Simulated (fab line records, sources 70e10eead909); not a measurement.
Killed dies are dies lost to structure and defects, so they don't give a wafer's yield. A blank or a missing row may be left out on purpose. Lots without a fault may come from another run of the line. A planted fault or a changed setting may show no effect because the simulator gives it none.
fab line records | flow nand_harc | part 2 of 2: steps 28 to 41 of 41
record lots=5 wafers=15 last_day=32
route steps=1302 shown P_M0@282 P_M1@285 P_M2@318
lots that met no fault: from a run of the same line without faults
start_h: hours from the record's first day to the start of the lot's first wafer shown | wait_h: hours since the lot's step before | " the same as in the row above | L1.1+2: a row that stands for several wafers | - no value, or no start given | * or withheld: withheld | < > ~ a bound
route shown NAME@n: a module of which the file shows steps, and the number in the route of the first | usual: mean/standard deviation of fault-free wafers | same: alike in all rows | chamber/n: place in a boat | sites: the reading at each site | _std_site: their standard deviation | _edge_site: outer sites' mean less inner sites' | radius_mm: how far each site lies from the wafer's centre | mask NAME#n: copy n | behind: the tool/chamber that last shaped the wafer | hold: why the lot was held/for how many hours/how that ended | device: the transistor (n, p or np) that didn't switch | end of line: the same wafers' tests at the end of the route | a step without rows: its recipe alone | killed: dies lost to structure and defects at the first sort, not the wafer's yield | map: a wafer's dies, x killed, . not, _ none there
set.NAME: the setting as run; set.NAME@STEP: as run at that earlier step | model.NAME: the simulator's own value behind a step, which no gauge read
lots at some steps of the route; a table a step, a row a wafer
services: from which hour (start_h, from the record's first day; less than 0 if before it) a tool's chamber was out of use, for how many hours, and why
## steps
# step NHARC_P_M1_ECD_22
# recipe target_thk_a=4000 bath_temp_c=25 material=Cu
# columns lot.wafer tool chamber start_h wait_h
L076.3+5+6 ecd_cu-02 0,0,1 147.78 -
L078.2+4+3 ecd_cu-01 0,1,0 169.94 -
L087.3+4+6 ecd_cu-02 0,1,1 252.63 -
L093.3+4+5 ecd_cu-01 1,0,1 319.42 -
L094.1+4+5 ecd_cu-01 0,1,0 333.46 -
# step NHARC_P_M1_ANNEAL_31
# recipe temp_c=225 time_s=90
# usual anneal_temp_c_max=225.70/0.22 wafer_temp_C_max=225.76/0.19
# columns lot.wafer tool chamber start_h wait_h anneal_temp_c_max wafer_temp_C_max
L076.3 rtp_anneal-01 0 148.16 - 225.42 225.89
L076.5 " 0 " " 225.55 225.48
L076.6 " 0 " " 225.75 225.87
L078.2 rtp_anneal-01 0 170.32 - 225.55 225.92
L078.3 " 0 " " 226.00 225.63
L078.4 " 0 " " 226.14 226.23
L087.3 rtp_anneal-01 0 253.01 - 225.86 225.74
L087.4 " 0 " " 225.82 225.88
L087.6 " 0 " " 225.76 225.69
L093.3 rtp_anneal-01 0 319.84 0.4 225.82 225.84
L093.4 " 0 " " 225.61 225.60
L093.5 " 0 " " 225.90 225.95
L094.1 rtp_anneal-02 0 333.79 - 225.65 225.55
L094.4 " 0 " " 226.04 225.79
L094.5 " 0 " " 226.02 225.74
# step NHARC_P_M1_CMP_23
# recipe t_overpolish_s=20 target_thk_nm=157.82
# usual motor_current_A=11.9/1.3 time_to_endpoint_s=28.7/2.7
# columns lot.wafer tool chamber start_h wait_h motor_current_A time_to_endpoint_s
L076.3 cmp-01 2 148.43 - 13.9 23.7
L076.5 " 1 " " 14.3 28.3
L076.6 " 2 " " 13.8 25.9
L078.4 cmp-02 0 170.60 - 10.7 32.3
L078.2 " 2 " " 13.0 32.5
L078.3 " 3 " " 12.1 30.0
L087.4 cmp-03 2 253.27 - 12.6 27.6
L087.3 " 0 " " 11.5 25.4
L087.6 " 3 " " 11.5 30.3
L093.4 cmp-02 1 320.10 - 10.9 25.5
L093.3 " 2 " " 12.9 28.7
L093.5 " 1 " " 11.7 25.5
L094.4 cmp-01 2 334.21 - 13.5 30.6
L094.1 " 3 " " 13.6 31.1
L094.5 " 0 " " 10.7 29.0
# step NHARC_P_M1_THK_MEAS_24
# recipe thk_meas_gauge=xrf
# usual thk_nm=157.7/1.5
# columns lot.wafer tool chamber start_h wait_h thk_nm
L076.3 film_metro-01 - 148.71 - 159.6
L076.5 " - " " 159.8
L076.6 " - " " 156.2
L078.2 film_metro-01 - 170.92 - 159.7
L078.3 " - " " 158.0
L078.4 " - " " 156.2
L087.3 film_metro-02 - 253.59 - 158.2
L087.4 " - " " 157.1
L087.6 " - " " 159.3
L093.3 film_metro-01 - 320.39 - 155.3
L093.4 " - " " 156.9
L093.5 " - " " 157.3
L094.1 film_metro-02 - 334.46 - 158.1
L094.4 " - " " 156.5
L094.5 " - " " 157.9
# step NHARC_P_M1_SRD_25
# columns lot.wafer tool chamber start_h wait_h
L076.6+3+5 wet_bench-10 5,7,0 148.76 0.0
L078.3+2+4 wet_bench-10 6,7,0 170.97 0.0
L087.3+6+4 wet_bench-10 1,2,4 253.63 0.0
L093.5+4+3 wet_bench-08 0,2,5 320.43 0.0
L094.5+1+4 wet_bench-10 0,4,5 334.51 0.0
# step NHARC_P_M1_INSPECT_27
# usual raw_defect_count=330/130
# columns lot.wafer tool chamber start_h wait_h raw_defect_count
L076.3 defect_inspect-01 - 148.88 0.0 273
L076.5 " - " " 278
L076.6 " - " " 309
L078.2 defect_inspect-02 - 171.08 0.0 320
L078.3 " - " " 195
L078.4 " - " " 219
L087.3 defect_inspect-02 - 253.74 0.0 256
L087.4 " - " " 357
L087.6 " - " " 427
L093.3 defect_inspect-01 - 320.55 0.0 880
L093.4 " - " " 676
L093.5 " - " " 805
L094.1 defect_inspect-02 - 334.62 0.0 275
L094.4 " - " " 493
L094.5 " - " " 339
# step NHARC_P_M1_PRE_CLEAN_32
# recipe time_s=12 temp_c=370 rf_power_w=300 gas=NH3
# usual heater_power_w=611/97
# columns lot.wafer tool chamber start_h wait_h heater_power_w
L076.3 pecvd-02 1 149.06 0.2 722
L076.6 " 2 " " 491
L076.5 " 1 " " 715
L078.3 pecvd-03 0 171.16 0.1 546
L078.2 " 1 " " 739
L078.4 " 1 " " 754
L087.3 pecvd-01 0 253.84 0.1 587
L087.4 " 1 " " 707
L087.6 " 2 " " 518
L093.3 pecvd-02 0 320.64 0.1 509
L093.4 " 1 " " 770
L093.5 " 2 " " 506
L094.1 pecvd-02 1 334.70 0.1 752
L094.5 " 1 " " 733
L094.4 " 2 " " 536
# step NHARC_P_M1_DEP_33
# recipe target_thk_a=300 temp_c=370 target_thk_nm=30 pressure_torr=3 flow_sccm=200 rf_w=450 material=SiCN
# usual heater_power_w=564/100
# columns lot.wafer tool chamber start_h wait_h heater_power_w
L076.3 pecvd-02 1 149.20 0.1 709
L076.6 " 2 " " 543
L076.5 " 1 " " 712
L078.3 pecvd-03 0 171.26 0.1 557
L078.2 " 1 " " 684
L078.4 " 1 " " 683
L087.3 pecvd-01 0 253.98 0.1 563
L087.4 " 1 " " 712
L087.6 " 2 " " 491
L093.3 pecvd-02 0 320.78 0.1 446
L093.4 " 1 " " 758
L093.5 " 2 " " 524
L094.1 pecvd-02 1 334.81 0.1 746
L094.5 " 1 " " 752
L094.4 " 2 " " 463
# step NHARC_P_M2_DEP_00
# recipe target_thk_a=1825 target_thk_nm=182.5 temp_c=withheld pressure_torr=5 flow_sccm=200 rf_w=600 material=SiOC
# columns lot.wafer tool chamber start_h wait_h
L076.3+5+6 pecvd-02 1,1,0 - -
L078.2+3+4 pecvd-02 0,2,1 171.64 -
L087.3+4+6 pecvd-02 1,0,1 254.39 -
L093.3+5+4 pecvd-03 1,2,1 321.20 -
L094.1+5+4 pecvd-03 2,1,0 335.23 -
# step NHARC_P_M2_DEHYDRATE_01
# recipe temp_c=150 time_s=120
# columns lot.wafer tool chamber start_h wait_h
L076.3+5+6 litho_track-04 0 149.91 -
L078.2+3+4 litho_track-06 0 172.04 -
L087.3+4+6 litho_track-04 0 254.70 -
L093.3+4+5 litho_track-04 0 321.52 -
L094.1+4+5 litho_track-04 0 335.58 -
# step NHARC_P_M2_HMDS_02
# recipe time_s=30
# columns lot.wafer tool chamber start_h wait_h
L076.3+5+6 litho_track-04 0 - -
L078.2+3+4 litho_track-06 0 - -
L087.3+4+6 litho_track-04 0 - -
L093.3+4+5 litho_track-04 0 - -
L094.1+4+5 litho_track-04 0 - -
# step NHARC_P_M2_COAT_34
# recipe temp_c=200 time_s=65
# columns lot.wafer tool chamber start_h wait_h
L076.3+5+6 litho_track-04 0 - -
L078.2+3+4 litho_track-06 0 - -
L087.3+4+6 litho_track-04 0 - -
L093.3+4+5 litho_track-04 0 - -
L094.1+4+5 litho_track-04 0 - -
# step NHARC_P_M2_COAT_03
# recipe spin_rpm=1500 resist_thk_nm=90
# usual dispense_pressure_kPa=48.0/2.7
# columns lot.wafer tool chamber start_h wait_h dispense_pressure_kPa
L076.3 litho_track-04 0 - - 46.0
L076.5 " 0 " " 46.0
L076.6 " 0 " " 45.9
L078.2 litho_track-06 0 - - 48.2
L078.3 " 0 " " 48.1
L078.4 " 0 " " 48.2
L087.3 litho_track-04 0 - - 46.0
L087.4 " 0 " " 45.9
L087.6 " 0 " " 45.9
L093.3 litho_track-04 0 - - 46.0
L093.4 " 0 " " 45.9
L093.5 " 0 " " 45.9
L094.1 litho_track-04 0 - - 45.9
L094.4 " 0 " " 46.0
L094.5 " 0 " " 46.0
# step NHARC_P_M2_SOFTBAKE_04
# recipe temp_c=105 time_s=55
# columns lot.wafer tool chamber start_h wait_h
L076.3+5+6 litho_track-04 0 - -
L078.2+3+4 litho_track-06 0 - -
L087.3+4+6 litho_track-04 0 - -
L093.3+4+5 litho_track-04 0 - -
L094.1+4+5 litho_track-04 0 - -
## services
# columns tool chamber start_h hours kind
wet_bench-08 - 121.34 0.5 repair
rie_diel-06 1 121.51 16.6 repair
pecvd-01 - 130.15 13.0 pm
rie_diel-06 - 130.59 9.0 pm
wet_bench-10 - 137.89 8.0 pm
litho_track-01 - 155.00 7.0 pm
rie_diel-13 - 165.00 9.0 pm
litho_track-06 - 179.00 7.0 pm
rie_diel-13 3 183.55 3.9 repair
pecvd-03 - 185.40 13.0 pm
pecvd-02 0 192.05 4.1 repair
litho_track-04 - 203.00 7.0 pm
pecvd-01 - 204.86 1.4 repair
pvd_sputter-01 - 226.00 10.0 pm
pecvd-02 - 227.22 13.0 pm
wet_bench-08 - 252.54 3.4 repair
rie_diel-06 3 282.38 6.4 repair
pvd_sputter-01 - 293.15 3.6 repair
wet_bench-08 - 294.40 8.0 pm
rie_diel-06 - 307.59 9.0 pm
rie_diel-13 1 310.49 7.6 repair
pecvd-01 - 311.15 13.0 pm
pecvd-01 - 329.37 1.4 repair
litho_track-01 - 330.00 7.0 pm
